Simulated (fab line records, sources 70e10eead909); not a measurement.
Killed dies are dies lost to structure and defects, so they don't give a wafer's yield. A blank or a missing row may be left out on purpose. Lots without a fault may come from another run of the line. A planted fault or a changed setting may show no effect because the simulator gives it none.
Which tool did it? | flow nand_harc | 23 lots, 69 wafers sampled, at 6 steps of a route of 1302

WHAT THE GAUGES READ, wafer by wafer
The record holds no reading of a measuring or inspecting step that can be judged against a usual standard deviation.

WHICH TOOL RAN EACH LOT (tool, then ch and the chambers of the sampled wafers, then the start)
lot  | NHARC_A_STAIRCASE_TRIM_187         | NHARC_A_STAIRCASE_TRIM_191                    | NHARC_A_STAIRCASE_TRIM_220         | NHARC_A_STAIRCASE_ETCH_223                    | NHARC_A_STAIRCASE_ETCH_227                    | NHARC_A_STAIRCASE_STRIP_254
L074 | rie_diel-13 ch 0,2, day 16 11:44   | rie_diel-13 ch 0,3, day 16 15:29 or earlier   | rie_diel-06 ch 0,1,3, day 16 15:29 | rie_diel-06 ch 0,3, day 16 19:16 or earlier   | rie_diel-06 ch 0,2,3, day 16 19:16 or earlier | plasma_asher-01 ch 0,1, day 16 19:16
L076 | rie_diel-01 ch 0,2,3, day 16 21:33 | rie_diel-01 ch 0,1,3, day 17 01:40 or earlier | rie_diel-06 ch 1,2,3, day 17 01:40 | rie_diel-06 ch 0,2,3, day 17 05:46 or earlier | rie_diel-06 ch 0,2,3, day 17 05:46 or earlier | plasma_asher-01 ch 0,1, day 17 05:46
L077 | rie_diel-13 ch 0,1, day 16 21:56   | rie_diel-13 ch 0,1,3, day 17 02:08 or earlier | rie_diel-13 ch 0,2,3, day 17 02:08 | rie_diel-13 ch 0,2,3, day 17 07:43 or earlier | rie_diel-13 ch 1,2, day 17 07:43 or earlier   | plasma_asher-01 ch 0,1, day 17 07:43
L075 | rie_diel-13 ch 2,3, day 16 22:08   | rie_diel-13 ch 0,2,3, day 17 02:24 or earlier | rie_diel-06 ch 1,2,3, day 17 02:24 | rie_diel-06 ch 0,1,2, day 17 07:58 or earlier | rie_diel-06 ch 2,3, day 17 07:58 or earlier   | plasma_asher-02 ch 0,1, day 17 07:58
L078 | rie_diel-06 ch 0,1,3, day 17 08:32 | rie_diel-06 ch 0,2,3, day 17 14:12 or earlier | rie_diel-06 ch 0,1,3, day 17 14:12 | rie_diel-06 ch 0,1,2, day 17 17:59 or earlier | rie_diel-06 ch 0,1,2, day 17 17:59 or earlier | plasma_asher-02 ch 0,1, day 17 17:59
L079 | rie_diel-13 ch 1,2,3, day 17 18:42 | rie_diel-13 ch 1,2,3, day 17 23:07 or earlier | rie_diel-01 ch 1,2,3, day 17 23:07 | rie_diel-01 ch 1,2,3, day 18 05:32 or earlier | rie_diel-01 ch 1,2,3, day 18 05:32 or earlier | plasma_asher-01 ch 0,1, day 18 05:32
L080 | rie_diel-01 ch 0,2,3, day 18 09:51 | rie_diel-01 ch 1,3, day 18 13:33 or earlier   | rie_diel-01 ch 0,1,2, day 18 13:33 | rie_diel-01 ch 0,1,2, day 18 17:43 or earlier | rie_diel-01 ch 1,2,3, day 18 17:43 or earlier | plasma_asher-01 ch 0,1, day 18 17:43
L081 | rie_diel-06 ch 0,2, day 18 15:44   | rie_diel-06 ch 0,1,3, day 18 19:23 or earlier | rie_diel-13 ch 0,1, day 18 19:23   | rie_diel-13 ch 0,2,3, day 18 23:33 or earlier | rie_diel-13 ch 0,1,3, day 18 23:33 or earlier | plasma_asher-01 ch 1, day 18 23:33
L082 | rie_diel-13 ch 1,2,3, day 18 22:54 | rie_diel-13 ch 0,1, day 19 02:34 or earlier   | rie_diel-13 ch 0,2, day 19 02:34   | rie_diel-13 ch 0,1,3, day 19 06:20 or earlier | rie_diel-13 ch 0,1, day 19 06:20 or earlier   | plasma_asher-02 ch 0,1, day 19 06:20
L083 | rie_diel-01 ch 1,2, day 19 08:23   | rie_diel-01 ch 1,2,3, day 19 12:05 or earlier | rie_diel-01 ch 0,1,3, day 19 12:05 | rie_diel-01 ch 2,3, day 19 15:55 or earlier   | rie_diel-01 ch 1,2, day 19 15:55 or earlier   | plasma_asher-02 ch 0,1, day 19 15:55
L085 | rie_diel-13 ch 0,1,2, day 20 04:55 | rie_diel-13 ch 0,1,2, day 20 08:50 or earlier | rie_diel-06 ch 1,2,3, day 20 08:50 | rie_diel-06 ch 0,1,2, day 20 12:40 or earlier | rie_diel-06 ch 0,2,3, day 20 12:40 or earlier | plasma_asher-01 ch 0,1, day 20 12:40
L086 | rie_diel-13 ch 0,1,2, day 20 19:10 | rie_diel-13 ch 0,1, day 20 22:42 or earlier   | rie_diel-06 ch 0,1,2, day 20 22:42 | rie_diel-06 ch 0,1, day 21 02:35 or earlier   | rie_diel-06 ch 0,3, day 21 02:35 or earlier   | plasma_asher-01 ch 0,1, day 21 02:35
L087 | rie_diel-06 ch 0,3, day 21 02:19   | rie_diel-06 ch 0,1,3, day 21 05:53 or earlier | rie_diel-13 ch 0,1, day 21 05:53   | rie_diel-13 ch 0,2, day 21 09:47 or earlier   | rie_diel-13 ch 0,2,3, day 21 09:47 or earlier | plasma_asher-01 ch 0,1, day 21 09:47
L088 | rie_diel-01 ch 0,2, day 21 22:10   | rie_diel-01 ch 0,1,3, day 22 01:53 or earlier | rie_diel-13 ch 2,3, day 22 01:53   | rie_diel-13 ch 0,1,2, day 22 05:52 or earlier | rie_diel-13 ch 0,2,3, day 22 05:52 or earlier | plasma_asher-02 ch 0,1, day 22 05:52
L089 | rie_diel-13 ch 0,1,3, day 22 01:08 | rie_diel-13 ch 0,1, day 22 05:01 or earlier   | rie_diel-01 ch 0,2, day 22 05:01   | rie_diel-01 ch 0,1,3, day 22 08:56 or earlier | rie_diel-01 ch 0,3, day 22 08:56 or earlier   | plasma_asher-01 ch 0,1, day 22 08:56
L090 | rie_diel-01 ch 0,1,2, day 22 13:22 | rie_diel-01 ch 2,3, day 22 17:09 or earlier   | rie_diel-01 ch 1,2,3, day 22 17:09 | rie_diel-01 ch 1,2,3, day 22 22:10 or earlier | rie_diel-01 ch 0,2,3, day 22 22:10 or earlier | plasma_asher-02 ch 0,1, day 22 22:10
L091 | rie_diel-01 ch 0,2,3, day 22 15:11 | rie_diel-01 ch 0,1,2, day 22 19:41 or earlier | rie_diel-01 ch 0,1, day 22 19:41   | rie_diel-01 ch 1,3, day 22 23:38 or earlier   | rie_diel-01 ch 1,2, day 22 23:38 or earlier   | plasma_asher-02 ch 0,1, day 22 23:38
L093 | rie_diel-06 ch 2,3, day 23 19:36   | rie_diel-06 ch 0,1,2, day 23 23:24 or earlier | rie_diel-13 ch 0,1, day 23 23:24   | rie_diel-13 ch 0,1, day 24 03:48 or earlier   | rie_diel-13 ch 0,1, day 24 03:48 or earlier   | plasma_asher-02 ch 0,1, day 24 03:48
L092 | rie_diel-01 ch 1,2, day 24 00:00   | rie_diel-01 ch 1,2,3, day 24 03:35 or earlier | rie_diel-01 ch 0,2,3, day 24 03:35 | rie_diel-01 ch 2,3, day 24 07:25 or earlier   | rie_diel-01 ch 2,3, day 24 07:25 or earlier   | plasma_asher-02 ch 0,1, day 24 07:25
L094 | rie_diel-06 ch 0,1,2, day 24 13:46 | rie_diel-06 ch 0,2,3, day 24 20:44 or earlier | rie_diel-06 ch 0,1,3, day 24 20:44 | rie_diel-06 ch 1,2,3, day 25 01:45 or earlier | rie_diel-06 ch 0,1,3, day 25 01:45 or earlier | plasma_asher-02 ch 0,1, day 25 01:45
L096 | rie_diel-01 ch 0,1,2, day 25 06:23 | rie_diel-01 ch 0,3, day 25 10:04 or earlier   | rie_diel-01 ch 0,2, day 25 10:04   | rie_diel-01 ch 0,1,3, day 25 14:12 or earlier | rie_diel-01 ch 0,1, day 25 14:12 or earlier   | plasma_asher-02 ch 0,1, day 25 14:12
L095 | rie_diel-01 ch 0,3, day 25 09:25   | rie_diel-01 ch 1,2,3, day 25 13:37 or earlier | rie_diel-13 ch 0,1,2, day 25 13:37 | rie_diel-13 ch 1,2,3, day 25 17:27 or earlier | rie_diel-13 ch 0,1,3, day 25 17:27 or earlier | plasma_asher-02 ch 0,1, day 25 17:27
L097 | rie_diel-01 ch 0,1,2, day 25 22:45 | rie_diel-01 ch 0,2, day 26 02:17 or earlier   | rie_diel-06 ch 1,2, day 26 02:17   | rie_diel-06 ch 0,1,2, day 26 05:56 or earlier | rie_diel-06 ch 0,1,3, day 26 05:56 or earlier | plasma_asher-01 ch 0,1, day 26 05:56
- NHARC_A_STAIRCASE_TRIM_187: chemistry O2, time 211.2 s.
- NHARC_A_STAIRCASE_TRIM_191: chemistry O2, time 211.2 s.
- NHARC_A_STAIRCASE_TRIM_220: chemistry O2, time 211.2 s.
- NHARC_A_STAIRCASE_ETCH_223: etches the open film in C4F8/O2, target depth 100 nm, time 40.5 s.
- NHARC_A_STAIRCASE_ETCH_227: etches the open film in C4F8/O2, target depth 100 nm, time 40.5 s.
- NHARC_A_STAIRCASE_STRIP_254: strips in O2.

WHAT THE TOOLS THEMSELVES READ (means of the sampled wafers that have a number; where no wafer has one, the mark that the record gives instead)
NHARC_A_STAIRCASE_TRIM_187. Usual: drypump_motor_current_A 5.9 A, standard deviation 0.42; oes_product_au 1.001 a.u., standard deviation 0.0078; rf_vpp_V 57.8 V, standard deviation 0.92; showerhead_plenum_p_Torr 3.56 Torr, standard deviation 0.18; throttle_valve_pct 17.037 %, standard deviation 0.0091.
lot  | tool        | drypump_motor_current_A (A) | oes_product_au (a.u.) | rf_vpp_V (V) | showerhead_plenum_p_Torr (Torr) | throttle_valve_pct (%) | flag
L074 | rie_diel-13 | 5.7                         | 0.999                 | 57.8         | 3.74                            | 17.045                 |
L076 | rie_diel-01 | 5.9                         | 0.993                 | 58.5         | 3.63                            | 17.037                 |
L077 | rie_diel-13 | 5.5                         | 1.008                 | 57.7         | 3.67                            | 17.043                 |
L075 | rie_diel-13 | 6.3                         | 1.012                 | 57.7         | 3.64                            | 17.033                 |
L078 | rie_diel-06 | 5.9                         | 1.003                 | 57.8         | 3.45                            | 17.031                 |
L079 | rie_diel-13 | 6.1                         | 0.997                 | 57.7         | 3.57                            | 17.028                 |
L080 | rie_diel-01 | 5.9                         | 1.001                 | 58.8         | 3.63                            | 17.049                 |
L081 | rie_diel-06 | 6.1                         | 1.010                 | 58.2         | 3.55                            | 17.036                 |
L082 | rie_diel-13 | 6.1                         | 0.998                 | 58.1         | 3.56                            | 17.034                 |
L083 | rie_diel-01 | 5.7                         | 0.994                 | 57.7         | 3.57                            | 17.048                 |
L085 | rie_diel-13 | 5.7                         | 1.007                 | 58.4         | 3.60                            | 17.034                 |
L086 | rie_diel-13 | 5.7                         | 1.008                 | 57.8         | 3.60                            | 17.036                 |
L087 | rie_diel-06 | 6.1                         | 1.012                 | 58.0         | 3.54                            | 17.041                 |
L088 | rie_diel-01 | 5.5                         | 1.001                 | 58.3         | 3.74                            | 17.048                 |
L089 | rie_diel-13 | 5.8                         | 1.001                 | 57.1         | 3.60                            | 17.045                 |
L090 | rie_diel-01 | 5.6                         | 0.993                 | 57.2         | 3.58                            | 17.037                 |
L091 | rie_diel-01 | 5.9                         | 1.000                 | 58.0         | 3.61                            | 17.038                 |
L093 | rie_diel-06 | 5.4                         | 1.005                 | 58.1         | 3.37                            | 17.035                 |
L092 | rie_diel-01 | 5.7                         | 1.005                 | 57.6         | 3.55                            | 17.043                 |
L094 | rie_diel-06 | 5.9                         | 1.004                 | 57.9         | 3.58                            | 17.035                 |
L096 | rie_diel-01 | 5.6                         | 0.986                 | 58.2         | 3.75                            | 17.027                 |
L095 | rie_diel-01 | 6.2                         | 1.007                 | 58.0         | 3.49                            | 17.032                 |
L097 | rie_diel-01 | 5.6                         | 0.993                 | 57.9         | 3.74                            | 17.034                 |

NHARC_A_STAIRCASE_TRIM_191. Usual: drypump_motor_current_A 5.8 A, standard deviation 0.43; oes_product_au 1.000 a.u., standard deviation 0.0077; rf_vpp_V 57.9 V, standard deviation 0.88; showerhead_plenum_p_Torr 3.57 Torr, standard deviation 0.18; throttle_valve_pct 17.038 %, standard deviation 0.0095.
lot  | tool        | drypump_motor_current_A (A) | oes_product_au (a.u.) | rf_vpp_V (V) | showerhead_plenum_p_Torr (Torr) | throttle_valve_pct (%) | flag
L074 | rie_diel-13 | 5.7                         | 1.010                 | 58.6         | 3.75                            | 17.039                 |
L076 | rie_diel-01 | 5.8                         | 1.002                 | 57.3         | 3.50                            | 17.041                 |
L077 | rie_diel-13 | 5.8                         | 1.006                 | 58.4         | 3.62                            | 17.039                 |
L075 | rie_diel-13 | 6.0                         | 0.998                 | 58.0         | 3.69                            | 17.035                 |
L078 | rie_diel-06 | 5.7                         | 1.006                 | 57.8         | 3.48                            | 17.046                 |
L079 | rie_diel-13 | 6.0                         | 0.998                 | 58.1         | 3.57                            | 17.043                 |
L080 | rie_diel-01 | 6.2                         | 1.004                 | 58.0         | 3.37                            | 17.042                 |
L081 | rie_diel-06 | 5.9                         | 1.000                 | 57.1         | 3.44                            | 17.037                 |
L082 | rie_diel-13 | 5.5                         | 1.006                 | 57.3         | 3.54                            | 17.041                 |
L083 | rie_diel-01 | 6.0                         | 1.008                 | 57.9         | 3.47                            | 17.042                 |
L085 | rie_diel-13 | 5.8                         | 0.996                 | 57.7         | 3.60                            | 17.027                 |
L086 | rie_diel-13 | 5.5                         | 0.997                 | 58.3         | 3.65                            | 17.036                 |
L087 | rie_diel-06 | 5.9                         | 1.001                 | 57.0         | 3.43                            | 17.045                 |
L088 | rie_diel-01 | 5.9                         | 0.993                 | 57.0         | 3.48                            | 17.042                 |
L089 | rie_diel-13 | 5.6                         | 0.988                 | 57.7         | 3.52                            | 17.039                 |
L090 | rie_diel-01 | 6.0                         | 0.994                 | 58.1         | 3.59                            | 17.032                 |
L091 | rie_diel-01 | 5.6                         | 0.992                 | 58.2         | 3.58                            | 17.041                 |
L093 | rie_diel-06 | 5.9                         | 1.002                 | 58.7         | 3.59                            | 17.033                 |
L092 | rie_diel-01 | 6.0                         | 0.997                 | 57.4         | 3.45                            | 17.041                 |
L094 | rie_diel-06 | 5.7                         | 1.004                 | 57.9         | 3.44                            | 17.030                 |
L096 | rie_diel-01 | 5.8                         | 0.992                 | 58.1         | 3.62                            | 17.029                 |
L095 | rie_diel-01 | 6.0                         | 0.997                 | 58.6         | 3.62                            | 17.035                 |
L097 | rie_diel-01 | 5.6                         | 1.004                 | 58.7         | 3.71                            | 17.031                 |

NHARC_A_STAIRCASE_TRIM_220. Usual: drypump_motor_current_A 5.8 A, standard deviation 0.44; oes_product_au 1.003 a.u., standard deviation 0.0091; rf_vpp_V 57.8 V, standard deviation 0.92; showerhead_plenum_p_Torr 3.54 Torr, standard deviation 0.18; throttle_valve_pct 17.035 %, standard deviation 0.0089.
lot  | tool        | drypump_motor_current_A (A) | oes_product_au (a.u.) | rf_vpp_V (V) | showerhead_plenum_p_Torr (Torr) | throttle_valve_pct (%) | flag
L074 | rie_diel-06 | 5.9                         | 1.006                 | 58.3         | 3.45                            | 17.038                 |
L076 | rie_diel-06 | 5.5                         | 1.017                 | 58.0         | 3.37                            | 17.032                 |
L077 | rie_diel-13 | 6.0                         | 1.009                 | 58.3         | 3.69                            | 17.033                 |
L075 | rie_diel-06 | 5.5                         | 1.018                 | 57.8         | 3.37                            | 17.036                 |
L078 | rie_diel-06 | 5.9                         | 1.011                 | 57.7         | 3.44                            | 17.031                 |
L079 | rie_diel-01 | 6.0                         | 0.997                 | 58.2         | 3.47                            | 17.029                 |
L080 | rie_diel-01 | 5.6                         | 1.001                 | 58.0         | 3.59                            | 17.039                 |
L081 | rie_diel-13 | 5.5                         | 1.001                 | 57.1         | 3.66                            | 17.029                 |
L082 | rie_diel-13 | 6.0                         | 1.009                 | 58.0         | 3.68                            | 17.034                 |
L083 | rie_diel-01 | 5.8                         | 0.994                 | 57.9         | 3.49                            | 17.042                 |
L085 | rie_diel-06 | 5.5                         | 1.022                 | 57.9         | 3.35                            | 17.034                 |
L086 | rie_diel-06 | 5.9                         | 1.001                 | 58.0         | 3.43                            | 17.040                 |
L087 | rie_diel-13 | 5.5                         | 0.996                 | 58.6         | 3.65                            | 17.040                 |
L088 | rie_diel-13 | 6.3                         | 1.006                 | 58.2         | 3.62                            | 17.039                 |
L089 | rie_diel-01 | 5.5                         | 0.996                 | 58.7         | 3.74                            | 17.033                 |
L090 | rie_diel-01 | 6.0                         | 0.996                 | 58.1         | 3.46                            | 17.033                 |
L091 | rie_diel-01 | 5.5                         | 0.992                 | 57.2         | 3.60                            | 17.031                 |
L093 | rie_diel-13 | 5.5                         | 1.000                 | 57.9         | 3.64                            | 17.034                 |
L092 | rie_diel-01 | 5.9                         | 0.996                 | 57.9         | 3.61                            | 17.024                 |
L094 | rie_diel-06 | 6.0                         | 0.999                 | 57.3         | 3.59                            | 17.035                 |
L096 | rie_diel-01 | 5.5                         | 0.990                 | 58.6         | 3.72                            | 17.047                 |
L095 | rie_diel-13 | 5.7                         | 1.006                 | 57.1         | 3.58                            | 17.036                 |
L097 | rie_diel-06 | 5.5                         | 1.005                 | 58.0         | 3.50                            | 17.046                 |

NHARC_A_STAIRCASE_ETCH_223. Usual: oes_product_au 0.944 a.u., standard deviation 0.01; rf_vpp_V 896 V, standard deviation 6.4.
lot  | tool        | oes_product_au (a.u.) | rf_vpp_V (V) | flag
L074 | rie_diel-06 | 0.957                 | 897          |
L076 | rie_diel-06 | 0.939                 | 894          |
L077 | rie_diel-13 | 0.940                 | 902          |
L075 | rie_diel-06 | 0.946                 | 893          |
L078 | rie_diel-06 | 0.951                 | 892          |
L079 | rie_diel-01 | 0.940                 | 894          |
L080 | rie_diel-01 | 0.925                 | 899          |
L081 | rie_diel-13 | 0.935                 | 902          |
L082 | rie_diel-13 | 0.950                 | 899          |
L083 | rie_diel-01 | 0.946                 | 899          |
L085 | rie_diel-06 | 0.943                 | 892          |
L086 | rie_diel-06 | 0.950                 | 895          |
L087 | rie_diel-13 | 0.949                 | 903          |
L088 | rie_diel-13 | 0.933                 | 896          |
L089 | rie_diel-01 | 0.939                 | 895          |
L090 | rie_diel-01 | 0.936                 | 894          |
L091 | rie_diel-01 | 0.959                 | 889          |
L093 | rie_diel-13 | 0.955                 | 900          |
L092 | rie_diel-01 | 0.945                 | 894          |
L094 | rie_diel-06 | 0.944                 | 895          |
L096 | rie_diel-01 | 0.940                 | 900          |
L095 | rie_diel-13 | 0.948                 | 897          |
L097 | rie_diel-06 | 0.954                 | 897          |

NHARC_A_STAIRCASE_ETCH_227. Usual: oes_product_au 0.945 a.u., standard deviation 0.012; rf_vpp_V 896 V, standard deviation 6.4.
lot  | tool        | oes_product_au (a.u.) | rf_vpp_V (V) | flag
L074 | rie_diel-06 | 0.956                 | 894          |
L076 | rie_diel-06 | 0.949                 | 894          |
L077 | rie_diel-13 | 0.957                 | 897          |
L075 | rie_diel-06 | 0.946                 | 891          |
L078 | rie_diel-06 | 0.948                 | 892          |
L079 | rie_diel-01 | 0.942                 | 894          |
L080 | rie_diel-01 | 0.940                 | 895          |
L081 | rie_diel-13 | 0.937                 | 899          |
L082 | rie_diel-13 | 0.950                 | 901          |
L083 | rie_diel-01 | 0.943                 | 897          |
L085 | rie_diel-06 | 0.948                 | 893          |
L086 | rie_diel-06 | 0.955                 | 896          |
L087 | rie_diel-13 | 0.941                 | 901          |
L088 | rie_diel-13 | 0.954                 | 901          |
L089 | rie_diel-01 | 0.931                 | 900          |
L090 | rie_diel-01 | 0.938                 | 899          |
L091 | rie_diel-01 | 0.934                 | 897          |
L093 | rie_diel-13 | 0.930                 | 895          |
L092 | rie_diel-01 | 0.949                 | 894          |
L094 | rie_diel-06 | 0.947                 | 898          |
L096 | rie_diel-01 | 0.940                 | 904          |
L095 | rie_diel-13 | 0.947                 | 897          |
L097 | rie_diel-06 | 0.954                 | 898          |

NHARC_A_STAIRCASE_STRIP_254. Usual: drypump_motor_current_A 5.8 A, standard deviation 0.34; heater_power_w 346 W, standard deviation 42; temp_c 250.01 C, standard deviation 0.17.
lot  | tool            | drypump_motor_current_A (A) | heater_power_w (W) | temp_c (C) | flag
L074 | plasma_asher-01 | 5.6                         | 314                | 250.11     |
L076 | plasma_asher-01 | 5.5                         | 310                | 249.95     |
L077 | plasma_asher-01 | 5.6                         | 320                | 249.90     |
L075 | plasma_asher-02 | 6.2                         | 389                | 250.11     |
L078 | plasma_asher-02 | 6.2                         | 394                | 249.89     |
L079 | plasma_asher-01 | 5.7                         | 319                | 250.19     |
L080 | plasma_asher-01 | 5.7                         | 314                | 249.92     |
L081 | plasma_asher-01 | 5.8                         | 328                | 249.71     |
L082 | plasma_asher-02 | 6.2                         | 388                | 249.96     |
L083 | plasma_asher-02 | 6.0                         | 367                | 249.96     |
L085 | plasma_asher-01 | 5.7                         | 313                | 250.13     |
L086 | plasma_asher-01 | 5.5                         | 304                | 250.03     |
L087 | plasma_asher-01 | 5.5                         | 309                | 250.00     |
L088 | plasma_asher-02 | 6.0                         | 372                | 249.95     |
L089 | plasma_asher-01 | 5.5                         | 309                | 249.90     |
L090 | plasma_asher-02 | 6.0                         | 371                | 249.90     |
L091 | plasma_asher-02 | 6.0                         | 365                | 250.15     |
L093 | plasma_asher-02 | 6.0                         | 377                | 250.06     |
L092 | plasma_asher-02 | 6.2                         | 387                | 250.06     |
L094 | plasma_asher-02 | 6.0                         | 367                | 250.07     |
L096 | plasma_asher-02 | 6.2                         | 390                | 250.09     |
L095 | plasma_asher-02 | 6.0                         | 371                | 250.21     |
L097 | plasma_asher-01 | 5.7                         | 302                | 250.15     |

THE ANSWER, worked out from the rows above alone
Rule: a lot is off if the mean of its wafers that have a number lies more than 3 standard deviations from the usual mean. A lot without any number at a reading at which 4 lots or more have one is off too. The other lots that the step has rows for count as sound. The gauges are gone through in route order, then the tools' own readings, and for those a lot's mean is taken as printed above. The first step at which some lot is off is used, and at that step the reading that is off furthest; a lot without a number counts as furthest.
No lot is off at any reading shown: from this, nothing can be told.

WHAT THE SIMULATOR HAD PUT IN
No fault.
